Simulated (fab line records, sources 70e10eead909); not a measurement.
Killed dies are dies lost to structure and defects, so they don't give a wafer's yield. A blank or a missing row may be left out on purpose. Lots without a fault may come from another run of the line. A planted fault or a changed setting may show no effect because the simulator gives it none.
Tool commonality check | flow nand_harc | 2 lots, 6 wafers sampled

WHY IT WAS OPENED
At NHARC_END_SORT_01 the reading killed_at_array is flagged on 2 of 2 lots. Wafers without a fault read 25, standard deviation 9.5.
Rule: a lot is flagged when every wafer of it that has a number lies more than 4 standard deviations from that mean, or none has a number. The other lots count as sound.

lot  | measured     | on        | killed_at_array, wafer by wafer | flag
L423 | day 23 21:16 | prober-02 | 671 671 670                     | FLAGGED
L422 | day 24 03:52 | prober-01 | 672 670 673                     | FLAGGED
The numbers of the flagged lots are 671 on average: +646 against the usual, or +68 standard deviations.

WHICH TOOL RAN EACH LOT
The record holds 3 process steps before the reading, out of a route of 1159 steps. In each cell: the tool, then ch and the chambers that the sampled wafers went through, then the start.
lot  | flag    | NHARC_A_CHANNEL_HOLE_D1_DESCUM_15  | NHARC_A_CHANNEL_HOLE_D1_ETCH_23  | NHARC_A_CHANNEL_FILL_D1_ALD_02
L423 | FLAGGED | rie_diel-04 ch 0,1,2, day 12 14:29 | har_etch-01 ch 0,1, day 12 17:19 | ald_hk-01 ch 0,1,2, day 12 21:58
L422 | FLAGGED | rie_diel-08 ch 0,3, day 12 15:31   | har_etch-02 ch 0,1, day 12 21:22 | ald_hk-04 ch 0,2,3, day 13 01:46
What these steps do:
- NHARC_A_CHANNEL_HOLE_D1_DESCUM_15: chemistry O2, time 3 s.
- NHARC_A_CHANNEL_HOLE_D1_ETCH_23: etches the open film in C4F8/O2/Ar, time 819 s, target depth 1600 nm.
- NHARC_A_CHANNEL_FILL_D1_ALD_02: deposits SiO2, target thk 6 nm, pulse time 10 s, ald cycles 60.
- NHARC_END_SORT_01

FLAGGED OVER TOTAL, TOOL BY TOOL (the gauges that took the reading come last)
step                              | tool        | lots run | flagged | share of the flagged lots | sound lots run after its first flagged lot
NHARC_A_CHANNEL_HOLE_D1_DESCUM_15 | rie_diel-04 | 1        | 1       | some                      | 0
NHARC_A_CHANNEL_HOLE_D1_DESCUM_15 | rie_diel-08 | 1        | 1       | some                      | 0
NHARC_A_CHANNEL_HOLE_D1_ETCH_23   | har_etch-01 | 1        | 1       | some                      | 0
NHARC_A_CHANNEL_HOLE_D1_ETCH_23   | har_etch-02 | 1        | 1       | some                      | 0
NHARC_A_CHANNEL_FILL_D1_ALD_02    | ald_hk-01   | 1        | 1       | some                      | 0
NHARC_A_CHANNEL_FILL_D1_ALD_02    | ald_hk-04   | 1        | 1       | some                      | 0
NHARC_END_SORT_01                 | prober-01   | 1        | 1       | some                      | 0
NHARC_END_SORT_01                 | prober-02   | 1        | 1       | some                      | 0

WHAT THE TABLE ALLOWS
No row of the table ran every flagged lot.

WHAT THE SIMULATOR HAD PUT IN
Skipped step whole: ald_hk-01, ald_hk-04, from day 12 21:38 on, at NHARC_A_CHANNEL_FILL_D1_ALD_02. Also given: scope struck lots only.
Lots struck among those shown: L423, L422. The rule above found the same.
